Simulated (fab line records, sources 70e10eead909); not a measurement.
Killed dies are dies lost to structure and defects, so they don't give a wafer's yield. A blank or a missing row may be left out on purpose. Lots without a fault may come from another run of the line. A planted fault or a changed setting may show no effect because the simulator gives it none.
Which tool did it? | flow nand_harc | 13 lots, 37 wafers sampled, at 5 steps of a route of 1302

WHAT THE GAUGES READ, wafer by wafer
NHARC_END_SORT_01.
lot  | measured     | on        | killed_at_array | killed_at_other | killed_at_periphery | killed_dies | killed_open | killed_short
L439 | day 31 05:39 | prober-01 | 81 82 78        | 0 0 1           | 6 3 9               | 87 85 88    | 4 0 5       | 0 2 1

WHICH TOOL RAN EACH LOT (tool, then ch and the chambers of the sampled wafers, then the start)
lot  | NHARC_A_WL_FILL_RTA_01           | NHARC_A_WL_FILL_ETCHBACK_04       | NHARC_A_WL_FILL_STRIP_29           | NHARC_A_WL_FILL_ETCHBACK_17
L424 | rtp_anneal-01 ch 0, day 21 00:01 | rie_metal-02 ch 0,1, day 21 01:02 | rie_diel-05 ch 0,1,3, day 21 13:45 | rie_metal-01 ch 0,1, day 21 13:50
L425 | rtp_anneal-02 ch 0, day 21 00:09 | rie_metal-03 ch 0,1, day 21 01:13 | rie_diel-01 ch 0,1,3, day 21 13:41 | rie_metal-03 ch 0,1, day 21 13:47
L426 | rtp_anneal-01 ch 0, day 22 08:39 | rie_metal-02 ch 0,1, day 22 09:40 | rie_diel-05 ch 0,1, day 22 19:42   | rie_metal-02 ch 0,1, day 22 19:47
L429 | rtp_anneal-02 ch 0, day 22 08:40 | rie_metal-03 ch 1, day 22 09:43   | rie_diel-05 ch 0,2, day 22 22:49   | rie_metal-01 ch 0,1, day 22 22:55
L431 | rtp_anneal-02 ch 0, day 23 05:13 | rie_metal-03 ch 0,1, day 23 06:15 | rie_diel-05 ch 1,3, day 23 16:24   | rie_metal-01 ch 0,1, day 23 16:29
L430 | rtp_anneal-01 ch 0, day 23 09:52 | rie_metal-03 ch 0,1, day 23 11:00 | rie_diel-12 ch 3, day 23 22:32     | rie_metal-02 ch 0,1, day 23 22:37
L432 | rtp_anneal-02 ch 0, day 24 03:22 | rie_metal-03 ch 1, day 24 04:23   | rie_diel-12 ch 2, day 24 14:52     | rie_metal-03 ch 0,1, day 24 14:57
L439 | rtp_anneal-01 ch 0, day 26 23:46 | rie_metal-02 ch 0,1, day 27 00:52 | rie_diel-05 ch 1,2,3, day 27 10:55 | rie_metal-01 ch 0,1, day 27 11:01
L437 | rtp_anneal-01 ch 0, day 27 08:13 | rie_metal-03 ch 0,1, day 27 09:22 | rie_diel-01 ch 1,2,3, day 27 20:20 | rie_metal-03 ch 0,1, day 27 20:25
L440 | rtp_anneal-01 ch 0, day 27 22:58 | rie_metal-02 ch 0,1, day 28 00:09 | rie_diel-01 ch 1,2,3, day 28 09:49 | rie_metal-01 ch 0,1, day 28 09:57
L442 | rtp_anneal-02 ch 0, day 28 15:45 | rie_metal-03 ch 0,1, day 28 16:48 | rie_diel-12 ch 2,3, day 29 04:19   | rie_metal-02 ch 0, day 29 04:25
L444 | rtp_anneal-02 ch 0, day 29 15:22 | rie_metal-01 ch 0, day 29 16:32   | rie_diel-12 ch 2,3, day 30 05:57   | rie_metal-01 ch 0,1, day 30 06:02
L445 | rtp_anneal-02 ch 0, day 29 19:11 | rie_metal-02 ch 0,1, day 29 20:15 | rie_diel-01 ch 0,2,3, day 30 05:56 | rie_metal-02 ch 0,1, day 30 06:01
- NHARC_A_WL_FILL_RTA_01: time 5 s.
- NHARC_A_WL_FILL_ETCHBACK_04: etches the open film in NF3, target depth 60 nm, time 120 s.
- NHARC_A_WL_FILL_STRIP_29: strips in O2, time 20 s.
- NHARC_A_WL_FILL_ETCHBACK_17: etches the open film in Cl2/BCl3, target depth 4 nm, time 26.7 s.

WHAT THE TOOLS THEMSELVES READ (means of the sampled wafers that have a number; where no wafer has one, the mark that the record gives instead)
NHARC_A_WL_FILL_RTA_01.
lot  | tool          | lamp_power_pct (%) | wafer_temp_C_max
L424 | rtp_anneal-01 | 29.3               | 1008.5
L425 | rtp_anneal-02 | 32.4               | 1004.7
L426 | rtp_anneal-01 | 29.3               | 1007.2
L429 | rtp_anneal-02 | 32.4               | 1003.3
L431 | rtp_anneal-02 | 32.4               | 1004.3
L430 | rtp_anneal-01 | 29.4               | 1007.8
L432 | rtp_anneal-02 | 32.5               | 1004.8
L439 | rtp_anneal-01 | 29.3               | 1006.6
L437 | rtp_anneal-01 | 29.4               | 1008.1
L440 | rtp_anneal-01 | 29.3               | 1008.5
L442 | rtp_anneal-02 | 32.5               | 1004.2
L444 | rtp_anneal-02 | 32.5               | 1004.6
L445 | rtp_anneal-02 | 32.5               | 1006.4

NHARC_A_WL_FILL_ETCHBACK_04.
lot  | tool         | drypump_motor_current_A (A) | oes_product_au (a.u.) | run_length_s (s)
L424 | rie_metal-02 | 5.73                        | 1.004                 | 141.4
L425 | rie_metal-03 | 5.26                        | 0.994                 | 141.6
L426 | rie_metal-02 | 5.74                        | 1.009                 | 141.3
L429 | rie_metal-03 | 5.15                        | 1.009                 | 141.2
L431 | rie_metal-03 | 5.18                        | 1.023                 | 138.4
L430 | rie_metal-03 | 5.23                        | 1.019                 | 132.1
L432 | rie_metal-03 | 5.17                        | 1.033                 | 136.9
L439 | rie_metal-02 | 5.74                        | 1.009                 | 141.4
L437 | rie_metal-03 | 5.19                        | 1.014                 | 141.4
L440 | rie_metal-02 | 5.70                        | 0.998                 | 141.5
L442 | rie_metal-03 | 5.20                        | 1.025                 | 141.2
L444 | rie_metal-01 | 5.40                        | 0.972                 | 141.8
L445 | rie_metal-02 | 5.70                        | 1.002                 | 141.3

NHARC_A_WL_FILL_STRIP_29.
lot  | tool        | drypump_motor_current_A (A) | oes_product_au (a.u.) | rf_vpp_V (V) | showerhead_plenum_p_Torr (Torr) | throttle_valve_pct (%)
L424 | rie_diel-05 | 5.96                        | 1.003                 | 57.2         | 3.45                            | 17.036
L425 | rie_diel-01 | 5.89                        | 1.003                 | 57.2         | 3.39                            | 17.036
L426 | rie_diel-05 | 6.00                        | 1.003                 | 57.3         | 3.47                            | 17.040
L429 | rie_diel-05 | 5.93                        | 1.003                 | 57.9         | 3.43                            | 17.041
L431 | rie_diel-05 | 5.89                        | 1.006                 | 57.7         | 3.50                            | 17.032
L430 | rie_diel-12 | 5.69                        | 1.029                 | 58.2         | 3.79                            | 17.037
L432 | rie_diel-12 | 5.16                        | 0.998                 | 57.6         | 3.33                            | 17.030
L439 | rie_diel-05 | 5.90                        | 0.996                 | 56.6         | 3.55                            | 17.028
L437 | rie_diel-01 | 6.01                        | 1.012                 | 57.5         | 3.36                            | 17.034
L440 | rie_diel-01 | 5.99                        | 1.009                 | 57.9         | 3.36                            | 17.039
L442 | rie_diel-12 | 5.33                        | 1.005                 | 56.8         | 3.48                            | 17.044
L444 | rie_diel-12 | 5.32                        | 0.999                 | 57.5         | 3.48                            | 17.035
L445 | rie_diel-01 | 6.07                        | 1.002                 | 57.3         | 3.39                            | 17.024

NHARC_A_WL_FILL_ETCHBACK_17.
lot  | tool         | drypump_motor_current_A (A) | oes_product_au (a.u.) | run_length_s (s)
L424 | rie_metal-01 | 5.70                        | 1.000                 | 47.9
L425 | rie_metal-03 | 5.25                        | 1.001                 | 48.2
L426 | rie_metal-02 | 5.74                        | 1.007                 | 48.3
L429 | rie_metal-01 | 5.55                        | 0.998                 | 47.8
L431 | rie_metal-01 | 5.55                        | 1.003                 | 48.0
L430 | rie_metal-02 | 5.72                        | 1.012                 | 48.4
L432 | rie_metal-03 | 5.22                        | 1.019                 | 48.0
L439 | rie_metal-01 | 5.54                        | 0.993                 | 48.2
L437 | rie_metal-03 | 5.20                        | 1.029                 | 48.3
L440 | rie_metal-01 | 5.53                        | 0.982                 | 48.0
L442 | rie_metal-02 | 5.69                        | 1.008                 | 48.2
L444 | rie_metal-01 | 5.52                        | 0.991                 | 48.0
L445 | rie_metal-02 | 5.74                        | 1.004                 | 48.2

THE ANSWER, worked out from the rows above alone
Rule: what is usual is taken from the lots themselves. Put in order of their means at a reading, lots are off if they are a third of the lots or fewer, leave a main group of 4 or more, and stand apart from it by a gap of 3 or more times the standard deviation of the main group's means; of several such gaps the widest counts. A main group whose means are all the same, to the digits that the tables above print for the reading, isn't used. A lot without any number at a reading at which 4 lots or more have one is off too. The other lots that the step has rows for count as sound. The gauges are gone through in route order, then the tools' own readings, and for those a lot's mean is taken as printed above. The first step at which some lot is off is used, and at that step the reading that is off furthest; a lot without a number counts as furthest.
Off: L431, L430, L432, at NHARC_A_WL_FILL_ETCHBACK_04 (run_length_s). The main group: mean 141.4 s, standard deviation 0.18.
A tool fits if, at that step or a process step before it, it ran every lot that is off, and no sound lot after the first of them. None of those tried fits.

WHAT THE SIMULATOR HAD PUT IN
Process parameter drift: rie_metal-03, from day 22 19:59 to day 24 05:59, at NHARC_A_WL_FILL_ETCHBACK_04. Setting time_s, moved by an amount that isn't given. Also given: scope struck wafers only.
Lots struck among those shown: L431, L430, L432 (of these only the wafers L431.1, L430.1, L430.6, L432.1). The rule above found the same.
